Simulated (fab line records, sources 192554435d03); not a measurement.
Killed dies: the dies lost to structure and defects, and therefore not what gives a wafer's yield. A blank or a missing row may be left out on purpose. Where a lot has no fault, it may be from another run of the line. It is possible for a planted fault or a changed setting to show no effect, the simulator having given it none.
Which tool did it? | flow n5 finfet | 8 lots with 24 wafers sampled at 5 steps, on a route of 1938 steps

## WHAT EACH GAUGE READ, for each wafer
N5_BEOL_M15_RC_MEAS_101. Usual: COMB_M10 1.4e-11 S/m, standard deviation 3.1e-12; COMB_M11 1.4e-11 S/m, standard deviation 3.3e-12; COMB_M11_max_site 2.1e-11 S/m, standard deviation 5.1e-12; COMB_M12 5.6e-12 S/m, standard deviation 1.4e-12; COMB_M13 4.1e-12 S/m, standard deviation 9.7e-13; COMB_M14 3e-12 S/m, standard deviation 8.4e-13; COMB_M15 1.8e-12 S/m, standard deviation 5.7e-13; COMB_M5 3.7e-11 S/m, standard deviation 7.1e-12; COMB_M6 2.5e-11 S/m, standard deviation 5.1e-12; COMB_M7 2.5e-11 S/m, standard deviation 4.6e-12; COMB_M8 2.5e-11 S/m, standard deviation 5.5e-12; COMB_M9 1.4e-11 S/m, standard deviation 3.2e-12; SERP_M10 3.04 ohm/um, standard deviation 0.11; SERP_M11 3.04 ohm/um, standard deviation 0.095; SERP_M12 0.631 ohm/um, standard deviation 0.022; SERP_M12_max_site 0.644 ohm/um, standard deviation 0.023; SERP_M13 0.310 ohm/um, standard deviation 0.0069; SERP_M14 0.160 ohm/um, standard deviation 0.007; SERP_M5 37.2 ohm/um, standard deviation 2; SERP_M5_max_site 38.7 ohm/um, standard deviation 2.2; SERP_M6 13.8 ohm/um, standard deviation 0.76; SERP_M7 13.8 ohm/um, standard deviation 0.69; SERP_M8 13.7 ohm/um, standard deviation 0.73; SERP_M9 3.05 ohm/um, standard deviation 0.1.
lot  | measured     | on        | COMB_M10 (S/m)          | COMB_M11 (S/m)          | COMB_M11_max_site (S/m) | COMB_M12 (S/m)          | COMB_M13 (S/m)          | COMB_M14 (S/m)          | COMB_M15 (S/m)          | COMB_M5 (S/m)           | COMB_M6 (S/m)           | COMB_M7 (S/m)           | COMB_M8 (S/m)           | COMB_M9 (S/m)           | SERP_M10 (ohm/um) | SERP_M11 (ohm/um) | SERP_M12 (ohm/um) | SERP_M12_max_site (ohm/um) | SERP_M13 (ohm/um) | SERP_M14 (ohm/um) | SERP_M5 (ohm/um) | SERP_M5_max_site (ohm/um) | SERP_M6 (ohm/um) | SERP_M7 (ohm/um) | SERP_M8 (ohm/um) | SERP_M9 (ohm/um) | flag
L341 | day 11 21:00 | prober-01 | 1.4e-11 1.8e-11 1.3e-11 | 1.2e-11 1.7e-11 1.3e-11 | 1.7e-11 2.4e-11 1.8e-11 | 5.5e-12 6.8e-12 6.4e-12 | 4.1e-12 5.3e-12 2.2e-12 | 2e-12 4.1e-12 4.3e-12   | 2e-12 1.7e-12 2.9e-12   | 3e-11 2.7e-11 2.9e-11   | 3.5e-11 2.5e-11 3.2e-11 | 2.7e-11 2.7e-11 2.1e-11 | 2.2e-11 2.2e-11 1.7e-11 | 1.1e-11 1.1e-11 1e-11   | 3.01 3.15 3.09    | 3.10 3.05 2.84    | 0.620 0.627 0.594 | 0.635 0.635 0.607          | 0.311 0.331 0.313 | 0.143 0.162 0.143 | 36.1 35.5 39.8   | 37.8 37.2 40.5            | 13.2 13.6 13.6   | 13.3 14.4 14.4   | 14.0 13.4 14.7   | 3.10 2.99 3.09   |
L342 | day 12 19:05 | prober-01 | 1.3e-11 1.8e-11 1.5e-11 | 1.6e-11 1.3e-11 1.3e-11 | 1.9e-11 1.6e-11 1.7e-11 | 6.6e-12 5.4e-12 4.6e-12 | 4.3e-12 3.3e-12 4.2e-12 | 2.5e-12 3.3e-12 3.1e-12 | 1.3e-12 1.8e-12 2.3e-12 | 4.5e-11 3.8e-11 4.1e-11 | 3.2e-11 3.2e-11 3.9e-11 | 2e-11 2.2e-11 1.8e-11   | 2.9e-11 3.1e-11 3.1e-11 | 1.2e-11 1.4e-11 1.4e-11 | 3.07 2.96 3.05    | 2.94 3.06 3.01    | 0.634 0.641 0.622 | 0.646 0.661 0.637          | 0.316 0.317 0.320 | 0.151 0.163 0.153 | 42.3 36.2 38.4   | 43.9 37.6 40.2            | 13.9 13.2 13.2   | 14.6 14.5 14.8   | 14.7 13.6 14.4   | 3.19 3.12 3.08   |
L344 | day 13 06:44 | prober-01 | 2.3e-11 1.5e-11 1.9e-11 | 1.4e-11 1e-11 1e-11     | 1.9e-11 2.7e-11 1.4e-11 | 6.6e-12 6.3e-12 5.8e-12 | 3.1e-12 3.4e-12 3.2e-12 | 3.5e-12 3.2e-12 2.9e-12 | 2.1e-12 1.4e-12 1.6e-12 | 3e-11 4.4e-11 3.4e-11   | 1.8e-11 1.9e-11 2e-11   | 2.9e-11 2.7e-11 3.1e-11 | 2.9e-11 2.5e-11 4.6e-11 | 1.3e-11 8e-12 1.4e-11   | 3.02 2.75 2.94    | 3.01 3.14 3.25    | 0.632 0.633 0.644 | 0.640 0.662 0.653          | 0.308 0.304 0.302 | 0.169 0.157 0.161 | 33.1 34.7 34.0   | 34.6 36.0 35.5            | 14.5 14.6 12.7   | 12.7 13.5 12.2   | 13.3 13.5 12.9   | 3.03 3.09 3.12   |
L353 | day 15 06:37 | prober-02 | 1.3e-11 1.3e-11 1.2e-11 | 1.3e-11 1e-11 1.2e-11   | 1.7e-11 2e-11 1.4e-11   | 5.1e-12 4.7e-12 4.9e-12 | 2.7e-12 4.3e-12 3.6e-12 | 4.3e-12 3.8e-12 2.8e-12 | 9e-13 1.2e-12 1.5e-12   | 4.2e-11 3.6e-11 4.2e-11 | 1.9e-11 2.4e-11 1.9e-11 | 2e-11 1.9e-11 2.8e-11   | 2.1e-11 2.1e-11 2.6e-11 | 1.5e-11 1.2e-11 2.3e-11 | 3.12 3.12 3.13    | 3.10 3.03 3.04    | 0.656 0.629 0.643 | 0.667 0.646 0.654          | 0.309 0.312 0.290 | 0.159 0.161 0.172 | 36.5 35.5 37.0   | 38.5 36.1 37.7            | 12.8 12.6 13.0   | 13.1 13.2 13.9   | 13.7 13.9 14.7   | 3.20 2.85 3.01   |
L352 | day 15 09:28 | prober-01 | 1.1e-11 1.2e-11 9e-12   | 1.5e-11 1.3e-11 1.1e-11 | 1.9e-11 2e-11 1.9e-11   | 6.9e-12 6.6e-12 9.7e-12 | 4.3e-12 4e-12 4.1e-12   | 3.3e-12 2.4e-12 3.3e-12 | 2.4e-12 2.6e-12 2.3e-12 | 3.9e-11 3.9e-11 4e-11   | 3e-11 2.3e-11 3.6e-11   | 2.5e-11 2.8e-11 2.7e-11 | 3.6e-11 2.5e-11 2.9e-11 | 1.5e-11 1.8e-11 1.8e-11 | 3.10 3.00 3.06    | 3.07 3.18 3.12    | 0.657 0.643 0.638 | 0.661 0.660 0.655          | 0.309 0.296 0.303 | 0.151 0.171 0.152 | 38.8 36.3 34.1   | 41.0 36.8 36.0            | 12.4 13.2 14.0   | 13.2 14.4 14.1   | 12.7 14.1 15.1   | 3.01 3.24 3.13   |
L355 | day 15 19:15 | prober-02 | 1e-11 1.1e-11 1.2e-11   | 1.1e-11 1.3e-11 1e-11   | 1.7e-11 2.5e-11 1.8e-11 | 5.8e-12 6.3e-12 5.8e-12 | 4.2e-12 5e-12 6.4e-12   | 2.3e-12 2.9e-12 2.9e-12 | 2.2e-12 1.9e-12 2.2e-12 | 4.3e-11 4.1e-11 2.7e-11 | 2.6e-11 3.1e-11 2.7e-11 | 3.3e-11 3.4e-11 2.6e-11 | 2.2e-11 2.5e-11 2.8e-11 | 1.4e-11 1.7e-11 1.5e-11 | 2.78 2.89 2.82    | 3.01 3.04 3.20    | 0.664 0.627 0.663 | 0.683 0.637 0.671          | 0.303 0.316 0.306 | 0.161 0.154 0.160 | 35.7 39.6 37.9   | 38.6 41.3 41.4            | 14.5 15.0 15.5   | 13.1 12.7 14.0   | 12.5 13.0 13.1   | 3.01 2.99 3.20   |
L358 | day 16 12:57 | prober-02 | 1.8e-11 1.8e-11 1.3e-11 | 1.4e-11 2.3e-11 2.4e-11 | 2e-11 3.6e-11 5e-11     | 4.7e-12 6.9e-12 3.6e-12 | 4.2e-12 2.9e-12 2.5e-12 | 3e-12 2.1e-12 2e-12     | 1.3e-12 1.6e-12 1.8e-12 | 5.3e-11 4.2e-11 3.6e-11 | 2.2e-11 2.8e-11 2.6e-11 | 2.4e-11 2.9e-11 2.6e-11 | 3.2e-11 2.8e-11 3.9e-11 | 1.3e-11 1.8e-11 2.1e-11 | 2.83 2.78 2.96    | 2.97 3.07 2.92    | 0.619 0.672 0.654 | 0.634 0.687 0.670          | 0.312 0.318 0.297 | 0.154 0.170 0.147 | 37.1 38.8 35.9   | 38.9 41.3 37.6            | 13.3 14.2 12.9   | 13.7 13.2 14.1   | 13.7 14.1 13.5   | 3.16 3.08 3.16   |
L361 | day 17 10:58 | prober-02 | 1e-11 1.3e-11 1.1e-11   | 9e-12 1.3e-11 1.2e-11   | 1.2e-11 2.2e-11 1.6e-11 | 3.7e-12 3.6e-12 4.6e-12 | 5.2e-12 5.8e-12 6.1e-12 | 2e-12 3.2e-12 2.5e-12   | 9e-13 1.1e-12 1.3e-12   | 2.4e-11 3.6e-11 3.9e-11 | 2.4e-11 1.7e-11 1.8e-11 | 2.2e-11 3.3e-11 3.2e-11 | 2.1e-11 3.3e-11 3.7e-11 | 1.5e-11 1.6e-11 1.2e-11 | 3.04 3.08 3.00    | 3.03 2.99 3.10    | 0.615 0.603 0.606 | 0.629 0.619 0.623          | 0.297 0.315 0.312 | 0.153 0.155 0.165 | 34.6 40.3 36.2   | 36.1 42.0 38.3            | 14.6 13.4 15.2   | 13.1 13.8 13.7   | 13.7 13.2 14.4   | 3.13 3.06 3.01   |

## TOOL THAT RAN EACH LOT (tool first, then ch and the chambers of the sampled wafers, then the start)
lot  | N5_BEOL_M11_ALD_74                  | N5_BEOL_M15_STRIP_36               | N5_BEOL_M15_DEGAS_41         | N5_BEOL_M15_CMP_49
L341 | ald metal-03 ch 1,2, day 10 11:16   | rie diel-02 ch 0,1,3, day 11 18:48 | pvd sputter-03, day 11 19:13 | cmp-03 ch 1,2,3, day 11 20:13
L342 | ald metal-04 ch 0,2, day 11 20:56   | rie diel-05 ch 1,3, day 12 16:16   | pvd sputter-01, day 12 17:10 | cmp-01 ch 0,3, day 12 18:18
L344 | ald metal-04 ch 1,2, day 11 22:00   | rie diel-03 ch 0,1,2, day 13 04:23 | pvd sputter-02, day 13 05:02 | cmp-04 ch 0,3, day 13 06:06
L353 | ald metal-03 ch 0,1,3, day 13 21:48 | rie diel-05 ch 0,3, day 15 04:20   | pvd sputter-02, day 15 04:41 | cmp-04 ch 2,3, day 15 05:59
L352 | ald metal-01 ch 1,3, day 14 07:28   | rie diel-05 ch 0,1,3, day 15 07:21 | pvd sputter-01, day 15 08:00 | cmp-03 ch 1,2,3, day 15 09:04
L355 | ald metal-03 ch 0,2,3, day 14 11:58 | rie diel-03 ch 0,1, day 15 17:02   | pvd sputter-02, day 15 17:34 | cmp-01 ch 0,1,3, day 15 18:32
L358 | ald metal-03 ch 0,1,2, day 15 14:07 | rie diel-05 ch 0,1, day 16 10:46   | pvd sputter-03, day 16 11:17 | cmp-04 ch 0,2,3, day 16 12:23
L361 | ald metal-01 ch 0,2,3, day 16 07:14 | rie diel-05 ch 1,2,3, day 17 08:11 | pvd sputter-01, day 17 09:21 | cmp-01 ch 0,1,3, day 17 10:29
- N5_BEOL_M11_ALD_74: deposits TaN, target thk 2 nm, pulse time 2 s, purge time 3 s.
- N5_BEOL_M15_STRIP_36: strips in O2.
- N5_BEOL_M15_DEGAS_41: time 60 s.
- N5_BEOL_M15_CMP_49: polishes, stops on SiO2, t overpolish 4.9 s, target thk 850 nm.

## AS READ BY THE TOOLS THEMSELVES (means over the sampled wafers that have a number; for cases with no such wafer, the mark the record gives instead)
N5_BEOL_M11_ALD_74. Usual: heater power outer w 241 W, standard deviation 20; heater power w 434 W, standard deviation 34; susceptor temp C 274.98 C, standard deviation 0.18.
lot  | tool         | heater power outer w (W) | heater power w (W) | susceptor temp C (C) | flag
L341 | ald metal-03 | 256                      | 435                | 274.84               |
L342 | ald metal-04 | 226                      | 432                | 275.21               |
L344 | ald metal-04 | 231                      | 437                | 274.93               |
L353 | ald metal-03 | 243                      | 441                | 275.00               |
L352 | ald metal-01 | 263                      | 459                | 275.10               |
L355 | ald metal-03 | 231                      | 432                | 274.74               |
L358 | ald metal-03 | 239                      | 423                | 274.92               |
L361 | ald metal-01 | 257                      | 450                | 275.06               |

N5_BEOL_M15_STRIP_36. Usual: drypump motor current A 5.8 A, standard deviation 0.51; oes product au 0.78 a.u., standard deviation 0.07; rf vpp V 3.5 V, standard deviation 0.88; showerhead plenum p Torr 2.08 Torr, standard deviation 0.047; temp c 59.98 C, standard deviation 0.11; throttle valve pct 16.67 %, standard deviation 0.26.
lot  | tool        | drypump motor current A (A) | oes product au (a.u.) | rf vpp V (V) | showerhead plenum p Torr (Torr) | temp c (C) | throttle valve pct (%) | flag
L341 | rie diel-02 | 5.5                         | 0.79                  | 3.5          | 2.06                            | 60.04      | 16.61                  |
L342 | rie diel-05 | 5.9                         | 0.74                  | 3.7          | 2.12                            | 59.92      | 16.69                  |
L344 | rie diel-03 | 5.3                         | 0.87                  | 3.5          | 2.11                            | 60.17      | 16.55                  |
L353 | rie diel-05 | 6.2                         | 0.83                  | 3.7          | 2.04                            | 59.90      | 16.72                  |
L352 | rie diel-05 | 5.9                         | 0.80                  | 3.2          | 2.07                            | 60.06      | 16.60                  |
L355 | rie diel-03 | 5.1                         | 0.79                  | 3.3          | 2.06                            | 59.92      | 16.68                  |
L358 | rie diel-05 | 5.7                         | 0.75                  | 3.8          | 2.10                            | 59.85      | 16.47                  |
L361 | rie diel-05 | 6.0                         | 0.73                  | 3.7          | 2.09                            | 60.00      | 16.76                  |

N5_BEOL_M15_DEGAS_41. Usual: heater power w 457 W, standard deviation 26; susceptor temp C 300.00 C, standard deviation 0.19.
lot  | tool           | heater power w (W) | susceptor temp C (C) | flag
L341 | pvd sputter-03 | 473                | 299.95               |
L342 | pvd sputter-01 | 424                | 300.04               |
L344 | pvd sputter-02 | 448                | 299.87               |
L353 | pvd sputter-02 | 443                | 299.82               |
L352 | pvd sputter-01 | 446                | 300.09               |
L355 | pvd sputter-02 | 450                | 300.01               |
L358 | pvd sputter-03 | 466                | 300.05               |
L361 | pvd sputter-01 | 462                | 299.89               |

N5_BEOL_M15_CMP_49. Usual: barrier field endpoint s 11.31 s, standard deviation 0.26; clearing platen rpm 79.99 rpm, standard deviation 0.044; edge zone pressure frac 1.000, standard deviation 0.0047; motor current A 8.4 A, standard deviation 0.83; overpolish run s 4.898 s, standard deviation 0.009; slurry flow ml min 150.0, standard deviation 0.47.
lot  | tool   | barrier field endpoint s (s) | clearing platen rpm (rpm) | edge zone pressure frac | motor current A (A) | overpolish run s (s) | slurry flow ml min | flag
L341 | cmp-03 | 11.38                        | 79.98                     | 0.998                   | 8.3                 | 4.899                | 149.9              |
L342 | cmp-01 | 11.14                        | 79.99                     | 0.997                   | 7.5                 | 4.900                | 149.9              |
L344 | cmp-04 | 11.10                        | 79.98                     | 0.998                   | 8.4                 | 4.901                | 149.8              |
L353 | cmp-04 | 11.00                        | 79.93                     | 1.001                   | 9.1                 | 4.892                | 149.7              |
L352 | cmp-03 | 11.54                        | 80.06                     | 0.998                   | 8.1                 | 4.896                | 149.8              |
L355 | cmp-01 | 11.38                        | 79.96                     | 1.001                   | 8.0                 | 4.896                | 150.0              |
L358 | cmp-04 | 11.35                        | 79.97                     | 1.001                   | 8.8                 | 4.899                | 149.8              |
L361 | cmp-01 | 11.30                        | 80.01                     | 0.999                   | 7.8                 | 4.893                | 150.2              |

## THE ANSWER, worked out from the rows above alone
Rule: lot off if the mean of its wafers having a number is beyond 3 standard deviations from the usual mean. Also off: a lot with no number at a reading for which 4 or more lots have one. Any other lot the step has rows for is counted as sound. The gauges are gone through in route order, then the tools' own readings, and for those a lot's mean is taken as printed above. The first step at which some lot is off is used, and at that step the reading that is off furthest; a lot without a number counts as furthest.
Nothing can be told from this: no lot is off at any reading shown.

## WHAT THE SIMULATOR PUT IN
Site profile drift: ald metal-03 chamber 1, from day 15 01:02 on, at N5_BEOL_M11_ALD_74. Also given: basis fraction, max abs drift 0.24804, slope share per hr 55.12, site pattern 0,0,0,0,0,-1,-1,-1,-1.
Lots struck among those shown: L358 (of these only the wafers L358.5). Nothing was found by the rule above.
